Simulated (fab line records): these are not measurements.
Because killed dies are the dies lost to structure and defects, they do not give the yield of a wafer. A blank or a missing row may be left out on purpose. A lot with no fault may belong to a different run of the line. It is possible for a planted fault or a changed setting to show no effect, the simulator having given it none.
fab line records | flow n5-finfet
record lots=4 | wafers=12 | last-day=18
route steps=1938 shown BEOL_M4@1099 BEOL_M5@1112 BEOL_M7@1325 PASSIVATION@1936
lots that met no fault: from a run of the same line without faults
start-h: hours from the record's first day to the start of the lot's first wafer shown | wait-h: hours from the lot's prior step to this one | " repeats the value in the row above | L1.1+2: a row that stands for several wafers | - no value, or no start was given | * or withheld: withheld | < > ~ a bound
route shown NAME@n: NAME is a module with steps in the file, n the number in the route of the first one | usual: mean/standard deviation of fault-free wafers | same: alike in all rows | chamber/n: place in a boat | sites: the reading at each site | _std_site: how widely they spread, as a standard deviation | _edge_site: mean of outer sites minus mean of inner sites | radius-mm: how far each site lies from the wafer's centre | mask NAME#n: copy n | behind: tool/chamber where the wafer was last shaped | hold: why the lot was held/for how many hours/how that ended | device: the transistor (n, p or np) that didn't switch | end of line: tests run on the same wafers once the route is complete | for a step that has no rows: nothing shown but its recipe | killed: dies that structure and defects cost at the first sort, which is not the same as the wafer's yield | map: shows each die of a wafer: x if killed, . if not, _ if none is there
set.NAME: the setting that was run; set.NAME@STEP: the one run at that earlier step | model.NAME: the simulator's own value behind a step, which no gauge read
certain route steps with their lots: each step a table, each wafer a row
services: from which hour (start-h, from the record's first day; less than 0 if before it) a tool's chamber was out of use, for how many hours, and why
## steps
# step N5_BEOL_M4_ANNEAL_95
# recipe temp-c=400 | time-s=240 | ambient=vacuum
# step N5_BEOL_M4_SPUTTER_96
# recipe material=Cu | target-thk-a=45 | temp-c=-20 | chamber-pressure-pa=0.07 | power-w=withheld | time-s=8.29
# step N5_BEOL_M4_ECD_50
# recipe material=Cu | target-thk-a=3000
# step N5_BEOL_M4_ANNEAL_51
# recipe temp-c=225 | time-s=90 | ambient=N2
# step N5_BEOL_M4_CMP_52
# recipe stop-on=SiOC | t-overpolish-s=6.8 | down-force-psi=1 | platen-rpm=50 | clearing-platen-down-force-psi=1.5 | clearing-platen-rpm=50 | post-cmp-clean=cu-alkaline | target-thk-nm=40 | clearing-platen-pad-velocity-m-s=0.99484 | pad-velocity-m-s=0.99484
# step N5_BEOL_M4_PRE_CLEAN_60
# recipe gas=NH3/H2 | time-s=15 | temp-c=* | rf-power-w=300
# step N5_BEOL_M4_CO_CAP_55
# recipe material=Co | target-thk-a=20 | temp-c=200 | precursor=CCTBA/H2 | pressure-torr=30 | time-s=102.1
# step N5_BEOL_M4_PRE_CLEAN_56
# recipe gas=NH3 | time-s=15 | temp-c=withheld | rf-power-w=300
# step N5_BEOL_M4_DEP_57
# recipe material=SiCN | target-thk-a=80 | temp-c=withheld | precursor=3MS/NH3 | pressure-torr=3 | rf-w=202 | time-s=14
# step N5_BEOL_M4_RC_MEAS_101
# usual DIBL_N=36.3/1.9 | DIBL_P=36.0/2.1 | IOFF_N=0.16/0.031 | IOFF_P=0.21/0.035 | ION_N=675/14 | ION_P=464/8.5 | SS_N=71.5/0.6 | SS_P=73.3/0.72 | VT_N=250/3.2 | VT_P=-250/3.1
lot.wafer | tool      | chamber | start-h | wait-h | DIBL_N[mV/V] | DIBL_P[mV/V] | IOFF_N[nA/um] | IOFF_P[nA/um] | ION_N[uA/um] | ION_P[uA/um] | SS_N[mV/dec] | SS_P[mV/dec] | VT_N[mV] | VT_P[mV]
L215.3    | prober-01 | 0       | 192.98  | 0.3    | 35.8         | 36.9         | 0.16          | 0.24          | 680          | 471          | 71.8         | 73.4         | 251      | -249
L215.4    | "         | 0       | "       | "      | 33.1         | 33.2         | 0.13          | 0.19          | 672          | 468          | 71.0         | 72.2         | 251      | -248
L215.5    | "         | 0       | "       | "      | 34.9         | 36.5         | 0.16          | 0.25          | 676          | 469          | 70.9         | 73.0         | 249      | -244
L216.1    | prober-02 | 0       | 198.27  | 0.0    | 38.9         | 37.7         | 0.18          | 0.23          | 687          | 463          | 71.9         | 73.9         | 248      | -250
L216.5    | "         | 0       | "       | "      | 38.9         | 38.4         | 0.19          | 0.24          | 706          | 476          | 71.7         | 74.3         | 250      | -250
L216.6    | "         | 0       | "       | "      | 37.5         | 36.1         | 0.18          | 0.20          | 678          | 467          | 71.7         | 73.4         | 248      | -249
L230.1    | prober-01 | 0       | 289.37  | 0.0    | 38.2         | 40.3         | 0.19          | 0.22          | 681          | 458          | 71.8         | 74.0         | 248      | -253
L230.2    | "         | 0       | "       | "      | 36.4         | 38.6         | 0.17          | 0.20          | 702          | 473          | 72.0         | 73.6         | 248      | -253
L230.6    | "         | 0       | "       | "      | 36.3         | 37.3         | 0.16          | 0.18          | 688          | 464          | 71.4         | 73.4         | 247      | -255
L229.1    | prober-01 | 0       | 320.86  | 0.0    | 35.8         | 37.3         | 0.17          | 0.23          | 676          | 462          | 71.7         | 73.7         | 249      | -248
L229.4    | "         | 0       | "       | "      | 35.9         | 37.6         | 0.17          | 0.23          | 662          | 460          | 71.7         | 74.1         | 251      | -249
L229.5    | "         | 0       | "       | "      | 36.2         | 36.0         | 0.17          | 0.21          | 665          | 456          | 72.4         | 73.4         | 251      | -252
# step N5_BEOL_M5_ILD_DEP_00
# recipe material=SiCOH_lowk | target-thk-a=1406.4 | temp-c=300 | precursor=DEMS/porogen | pressure-torr=5 | rf-w=500 | time-s=25.9
# step N5_BEOL_M5_CURE_79
# recipe temp-c=385 | time-s=240 | ambient=He/Ar | material=SiCOH_lowk
# step N5_BEOL_M5_PECVD_70
# recipe material=SiO2 | target-thk-a=160 | temp-c=400 | precursor=TEOS/O2 | pressure-torr=5.5 | rf-w=450 | teos-flow-sccm=53.8 | gas=O2 | flow-sccm=3000 | time-s=18
# step N5_BEOL_M5_HM_DEP_02
# recipe material=TiN | target-thk-a=200 | temp-c=25 | chamber-pressure-pa=0.49996
# step N5_BEOL_M5_COAT_59
# recipe resist=SOC | temp-c=250 | time-s=60 | spin-rpm=1500 | resist-thk-nm=60
# step N5_BEOL_M5_COAT_60
# recipe resist=SiARC | temp-c=220 | time-s=60 | spin-rpm=1500 | resist-thk-nm=12
# step N5_BEOL_M5_COAT_71
# recipe resist=underlayer | temp-c=205 | time-s=60 | spin-rpm=1500 | resist-thk-nm=5
# step N5_BEOL_M5_COAT_05
# recipe resist=CAR-EUV | spin-rpm=1500 | resist-thk-nm=30
# step N5_BEOL_M5_EBR_07
# recipe solvent=PGMEA | ebr-width-mm=1.5
# step N5_BEOL_M5_SOFTBAKE_06
# recipe temp-c=110 | time-s=60 | resist=CAR-EUV
# step N5_BEOL_M5_EXPOSE_08
# recipe mask-id=M5 | na=0.33 | source-shape=annular | sigma-inner=0.4 | sigma-outer=0.8 | polarization=unpolarized | target-cd-nm=28 | dose-mj=35.75
# step N5_BEOL_M5_PEB_09
# recipe peb-temp-c=100 | peb-time-s=60 | resist=CAR-EUV
# step N5_BEOL_M5_DEVELOP_10
# recipe develop-time-s=30 | developer=TMAH | resist=CAR-EUV | rinse-liquid=surfactant-rinse | dry=air-spin | dev-temp-c=23
# step N5_BEOL_M5_DESCUM_16
# recipe chemistry=O2 | time-s=7 | source-power-w=50 | bias-power-w=20 | pressure-mtorr=20 | rf-frequency-hz=2.712e+07 | temp-c=40 | resist=CAR-EUV | o2-flow-sccm=225
# step N5_BEOL_M5_ETCH_72
# recipe chemistry=N2/H2 | target=underlayer | target-depth-a=65 | mask-material=CAR-EUV | time-s=5.2 | ion-energy-ev=200 | pressure-mtorr=30 | source-w=840 | bias-w=150 | n2-flow-sccm=200 | h2-flow-sccm=200 | ends=cleared
# step N5_BEOL_M5_ETCH_61
# recipe chemistry=CF4 | target=SiARC | target-depth-a=156 | mask-material=CAR-EUV | time-s=26 | ion-energy-ev=80 | pressure-mtorr=40 | source-w=545 | bias-w=36 | Ar_flow_sccm=100 | cf4-flow-sccm=100 | ends=cleared
# step N5_BEOL_M5_ETCH_62
# recipe chemistry=N2/H2 | target=SOC | target-depth-a=750 | overetch-a=150 | mask-material=SiARC | temp-c=40 | time-s=112.5 | ion-energy-ev=200 | pressure-mtorr=30 | source-w=840 | bias-w=150 | n2-flow-sccm=200 | h2-flow-sccm=200
# step N5_BEOL_M5_STRIP_63
# recipe chemistry=N2/H2 | temp-c=40 | n2-flow-sccm=200 | h2-flow-sccm=200 | rf-frequency-hz=6e+07
# step N5_BEOL_M5_STRIP_73
# recipe chemistry=N2/H2 | temp-c=40 | n2-flow-sccm=200 | h2-flow-sccm=200 | rf-frequency-hz=6e+07
# step N5_BEOL_M5_STRIP_64
# recipe chemistry=CF4 | resist=SiARC | power-w=300 | bias-power-w=75 | pressure-mtorr=50 | cf4-flow-sccm=150 | rf-frequency-hz=6e+07
# step N5_BEOL_M5_HM_OPEN_17
# recipe chemistry=Cl2/BCl3 | target-depth-a=200 | overetch-a=60 | target=TiN | mask-material=SOC | ion-energy-ev=150 | pressure-mtorr=10 | icp-w=1000 | bias-w=126 | Cl2_flow_sccm=53.25 | bcl3-flow-sccm=21.75 | Ar_flow_sccm=25
# step N5_BEOL_M5_STRIP_19
# recipe chemistry=O2 | power-w=400 | temp-c=40 | pressure-mtorr=30 | rf-frequency-hz=6e+07 | bias-power-w=0 | overash-fraction=0.2 | o2-flow-sccm=225
# step N5_BEOL_M5_COAT_65
# recipe resist=SOC | temp-c=250 | time-s=60 | spin-rpm=1500 | resist-thk-nm=60
# step N5_BEOL_M5_COAT_66
# recipe resist=SiARC | temp-c=220 | time-s=60 | spin-rpm=1500 | resist-thk-nm=12
# step N5_BEOL_M7_ANNEAL_51
# recipe temp-c=225 | time-s=90 | ambient=N2
# usual anneal-temp-c=224.99/0.18 | anneal-temp-c-max=226.16/0.25 | wafer_temp_C_max=226.12/0.25
lot.wafer | tool          | chamber | start-h | wait-h | anneal-temp-c | anneal-temp-c-max | wafer_temp_C_max
L215.3    | rtp-anneal-02 | -       | 217.53  | 0.3    | -             | -                 | -
L215.4    | "             | -       | "       | "      | -             | -                 | -
L215.5    | "             | -       | "       | "      | -             | -                 | -
L216.1    | rtp-anneal-01 | -       | 220.21  | 0.1    | -             | -                 | -
L216.5    | "             | -       | "       | "      | -             | -                 | -
L216.6    | "             | -       | "       | "      | -             | -                 | -
L230.1    | rtp-anneal-02 | 0       | 320.23  | 0.1    | 224.99        | 226.07            | 225.80
L230.2    | "             | 0       | "       | "      | 224.75        | 225.96            | 225.77
L230.6    | "             | 0       | "       | "      | 225.03        | 226.21            | 226.37
L229.1    | rtp-anneal-02 | 0       | 351.82  | 0.2    | 225.28        | 226.43            | 226.28
L229.4    | "             | 0       | "       | "      | 225.01        | 226.43            | 225.93
L229.5    | "             | 0       | "       | "      | 225.05        | 226.20            | 226.29
# step N5_BEOL_M7_CMP_52
# recipe stop-on=SiCOH_lowk | t-overpolish-s=6.9 | down-force-psi=1 | platen-rpm=50 | clearing-platen-down-force-psi=1.5 | clearing-platen-rpm=50 | post-cmp-clean=cu-alkaline | target-thk-nm=80 | clearing-platen-pad-velocity-m-s=0.99484 | pad-velocity-m-s=0.99484
# usual barrier-field-endpoint-s=28.3/0.63 | head-pressure-psi=0.9998/0.0021 | motor-current-A=6.0/0.68 | overpolish-run-s=6.900/0.0087 | time-to-endpoint-s=61.3/3
# same t-overpolish-s=6.9
lot.wafer | tool   | chamber | start-h | wait-h | barrier-field-endpoint-s | head-pressure-psi | motor-current-A | overpolish-run-s | time-to-endpoint-s
L215.4    | cmp-03 | 3       | 217.81  | 0.2    | 35.1                     | 1.0027            | 6.7             | 6.897            | 81.0
L215.3    | "      | 0       | "       | "      | 35.2                     | 1.0016            | 5.3             | 6.912            | 81.8
L215.5    | "      | 2       | "       | "      | 34.3                     | 1.0024            | 6.8             | 6.883            | 82.0
L216.1    | cmp-03 | 2       | 220.55  | 0.3    | 33.5                     | 0.9973            | 6.4             | 6.888            | 81.5
L216.5    | "      | 1       | "       | "      | 32.4                     | 1.0003            | 6.6             | 6.887            | 81.0
L216.6    | "      | 2       | "       | "      | 33.2                     | 1.0026            | 6.8             | 6.895            | 81.9
L230.1    | cmp-02 | 1       | 320.61  | 0.3    | 27.7                     | 1.0011            | 5.3             | 6.904            | 63.8
L230.2    | "      | 2       | "       | "      | 28.0                     | 0.9945            | 5.7             | 6.901            | 62.1
L230.6    | "      | 3       | "       | "      | 27.5                     | 0.9962            | 6.6             | 6.900            | 57.0
L229.4    | cmp-02 | 3       | 352.15  | 0.2    | 28.7                     | 1.0009            | 6.4             | 6.889            | 57.6
L229.1    | "      | 1       | "       | "      | 28.7                     | 1.0000            | 5.1             | 6.907            | 63.2
L229.5    | "      | 2       | "       | "      | 29.5                     | 1.0006            | 5.9             | 6.912            | 64.6
# step N5_PASSIVATION_PROBE_49
# usual defect-limited-yield=91.0/1.5 | killed_at_M0_to_M3=32/9.6 | killed_at_M4_up=13/4.7 | killed-at-contacts=13/7.2 | killed-at-front-end=44/13 | killed-at-other=4/3.4 | killed-dies=106/18 | killed-open=70/13 | killed-short=35/8 | sort_bin_5_function=5.3/0.97 | sort_bin_6_memory=3.4/0.73 | sort-n-pass=1074/18 | sort-yield-pct=91.0/1.5
# same gross-dies=1180 | killed-at-back-side=0 | sort_bin_4_leakage[%]=0 | sort_bin_8_speed[%]=0
lot.wafer | tool      | chamber | start-h | wait-h | defect-limited-yield[%] | killed_at_M0_to_M3 | killed_at_M4_up | killed-at-contacts | killed-at-front-end | killed-at-other | killed-dies | killed-open | killed-short | sort_bin_5_function[%] | sort_bin_6_memory[%] | sort-n-pass | sort-yield-pct[%]
L215.3    | prober-02 | -       | 272.74  | 0.1    | 78.6                    | 39                 | 176             | 4                  | 32                  | 2               | 253         | 56          | 27           | 4.0                    | 2.9                  | 927         | 78.6
L215.4    | prober-02 | -       | 272.79  | 0.2    | 70.1                    | 30                 | 263             | 17                 | 40                  | 3               | 353         | 71          | 28           | 4.8                    | 3.6                  | 827         | 70.1
L215.5    | prober-02 | -       | 272.84  | 0.2    | 89.6                    | 46                 | 10              | 10                 | 47                  | 10              | 123         | 84          | 34           | 5.6                    | 4.3                  | 1057        | 89.6
L216.1    | prober-02 | -       | 279.56  | 0.0    | 90.3                    | 29                 | 11              | 29                 | 44                  | 2               | 115         | 73          | 42           | 5.8                    | 3.5                  | 1065        | 90.3
L216.5    | prober-02 | -       | 279.76  | 0.2    | 53.1                    | 27                 | 466             | 21                 | 27                  | 13              | 554         | 64          | 31           | 4.8                    | 2.9                  | 626         | 53.1
L216.6    | prober-02 | -       | 279.81  | 0.3    | 49.5                    | 29                 | 489             | 21                 | 50                  | 7               | 596         | 69          | 47           | 5.8                    | 3.6                  | 584         | 49.5
# killed by level:class
L215.3 BEOL_M7:area-cmp=167 BEOL_M2:geometric-particle:open=10 FIN_SAQP:geometric-particle:short=8 BEOL_M0_SAQP:geometric-particle:short=7 BEOL_M0:geometric-particle:open=6 BEOL_M0_SAQP:geometric-particle:open=6 BEOL_M1:geometric-particle:open=6 DUMMY_GATE:geometric-particle:open=4
L215.4 BEOL_M7:area-cmp=250 MOL_CONTACT_COAG:geometric-particle:open=12 FIN_SAQP:geometric-particle:open=11 BEOL_M4:geometric-particle:open=10 FIN_SAQP:geometric-particle:short=8 BEOL_M2:geometric-particle:open=7 STI_FIN_REVEAL:geometric-particle:open=6 GATE_CUT:geometric-particle:open=5
L215.5 BEOL_M2:geometric-particle:open=18 BEOL_M0_SAQP:geometric-particle:open=12 FIN_SAQP:geometric-particle:open=11 FIN_SAQP:geometric-particle:short=10 MOL_CONTACT_COAG:geometric-particle:open=8 BEOL_M3:geometric-particle:open=6 GATE_CUT:geometric-particle:open=5 GATE_CUT:geometric-particle:short=5
L216.1 MOL_CONTACT_COAG:geometric-particle:open=19 FIN_SAQP:geometric-particle:open=13 MOL_CONTACT_COAG:geometric-particle:short=10 FIN_SAQP:geometric-particle:short=9 BEOL_M4:geometric-particle:open=7 STI_FIN_REVEAL:geometric-particle:open=6 BEOL_M0_SAQP:geometric-particle:short=6 BEOL_M1:geometric-particle:open=6
L216.5 BEOL_M7:area-cmp=459 MOL_CONTACT_COAG:geometric-particle:open=16 DUMMY_GATE:geometric-particle:open=8 BEOL_M2:geometric-particle:open=8 MOL_CONTACT_COAG:geometric-particle:short=5 BEOL_M1:geometric-particle:open=5 FIN_SAQP:geometric-particle:open=4 STI_FIN_REVEAL:geometric-particle:open=4
L216.6 BEOL_M7:area-cmp=480 MOL_CONTACT_COAG:geometric-particle:open=17 FIN_SAQP:geometric-particle:short=15 FIN_SAQP:geometric-particle:open=10 BEOL_M0_SAQP:geometric-particle:short=9 BEOL_M0_SAQP:geometric-particle:open=6 BEOL_M3:geometric-particle:open=6 STI_FIN_REVEAL:geometric-particle:open=5
# map L215.4 (x killed, . not)
_________________..........x.________________
______________.x...x...x...x...._____________
___________................x.......__________
__________..x......................x_________
________.............................._______
_______x.xx............x......x..x.xxx.______
______............x.................x..._____
_____...........x..x....x............x...____
____..x.......x...................x......x___
___....x.........xxxxxxxxxx......xxx.x.....__
___..............xxxxxxxxxxxx..............__
__..x..........xxxxxxxxxxxxxxxx..........x.._
__x...........xxxxxxxxxxxxxxxxxx...x...x...._
_.............xxxxxxxxxxxxxxxxxx.x...........
_.....x...x..xxxxxxxxxxxxxxxxxxxx............
_...x........xxxxxxxxxxxxxxxxxxxx............
_............xxxxxxxxxxxxxxxxxxxx.........x..
_............xxxxxxxxxxxxxxxxxxxx.....x......
_.......x....xxxxxxxxxxxxxxxxxxxx............
_......xx....xxxxxxxxxxxxxxxxxxxx.x..........
_...xx...x....xxxxxxxxxxxxxxxxxx.............
__x...........xxxxxxxxxxxxxxxxxx........x..._
__...x.x.......xxxxxxxxxxxxxxxx............._
___........x...x.xxxxxxxxxxxxx.............__
___..............x.xxxxxxxx.....x..........__
____...xx.....x....x.........x.......x....___
_____x..................x.........x......____
______.............x...........x........_____
_______.....x.................x...x....______
________.......xx........x..x........._______
__________..x.....x.......x....x...._________
___________..x.......x.............__________
______________.....x...x........_____________
_________________....x.....x.________________
# map L216.6 (x killed, . not)
_________________............________________
______________x.........x.....x._____________
___________x...................xx..__________
__________.......x......x..........._________
________...........x............x....._______
_______.....x........xxxx..xx..........______
______...........xxxxxxxxxxxx...x......._____
_____x........xxxxxxxxxxxxxxxxxx.........____
____.......x.xxxxxxxxxxxxxxxxxxxx......x..___
___.........xxxxxxxxxxxxxxxxxxxxxx.........__
___.x.x....xxxxxxxxxxxxxxxxxxxxxxxx........__
__........xxxxxxxxxxxxxxxxxxxxxxxxxx.xx....._
__.....x.xxxxxxxxxxxxxxxxxxxxxxxxxxxxx..x.x._
_......x.xxxxxxxxxxxxxxxxxxxxxxxxxxxx........
_........xxxxxxxxxxxxxxxxxxxxxxxxxxxx........
_..x.....xxxxxxxxxxxxxxxxxxxxxxxxxxxx........
_.x.x...xxxxxxxxxxxxxxxxxxxxxxxxxxxxxx......x
_.......xxxxxxxxxxxxxxxxxxxxxxxxxxxxxx..x....
_..x.....xxxxxxxxxxxxxxxxxxxxxxxxxxxx.....x..
_......x.xxxxxxxxxxxxxxxxxxxxxxxxxxxx......xx
_.x......xxxxxxxxxxxxxxxxxxxxxxxxxxxx........
__x....x.xxxxxxxxxxxxxxxxxxxxxxxxxxxxx....xx_
__........xxxxxxxxxxxxxxxxxxxxxxxxxx........_
___..x.....xxxxxxxxxxxxxxxxxxxxxxxx........__
___..x.x....xxxxxxxxxxxxxxxxxxxxxx........x__
____x.....x..xxxxxxxxxxxxxxxxxxxx...x.....___
_____.........xxxxxxxxxxxxxxxxxx.....x...____
______...........xxxxxxxxxxxx..........._____
_______..............xxxx.......x......______
________.xx.x...................x....._______
__________.x.............x..x......._________
___________........................__________
______________..x...x..........._____________
_________________............________________
## services
tool   | chamber | start-h | hours | kind
cmp-02 | -       | 234.08  | 4.0   | pm
cmp-03 | -       | 254.31  | 4.0   | pm
cmp-03 | -       | 258.31  | -     | consumable-replace:conditioner
cmp-03 | -       | 258.31  | -     | consumable-replace:pad
cmp-02 | -       | 278.02  | 5.3   | pm
cmp-03 | -       | 282.78  | 8.0   | pm
cmp-03 | -       | 297.70  | 4.0   | repair
cmp-02 | -       | 304.89  | 2.2   | repair
cmp-02 | -       | 329.54  | 0.5   | repair
## key
first-sign step=N5_BEOL_M7_ANNEAL_51 | reading=tool-record | direction=missing
effect step=N5_BEOL_M7_CMP_52 | reading=barrier-field-endpoint-s | direction=up | sigmas=8.9 | usual=28.3 | struck=34.0
effect step=N5_PASSIVATION_PROBE_49 | reading=killed_at_M4_up | direction=up | sigmas=47 | usual=13 | struck=236 | wafers-moved=4
more-kills-born-at N5_BEOL_M7_CMP_52@cmp-03=1356
met-at N5_BEOL_M7_ANNEAL_51
struck-wafers L215.3,L215.4,L215.5,L216.1,L216.5,L216.6
fault kind=skipped-step-whole | tool=rtp-anneal-01,rtp-anneal-02 | chamber=- | onset-h=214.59 | steps=N5_BEOL_M7_ANNEAL_51 | scope=struck-lots-only
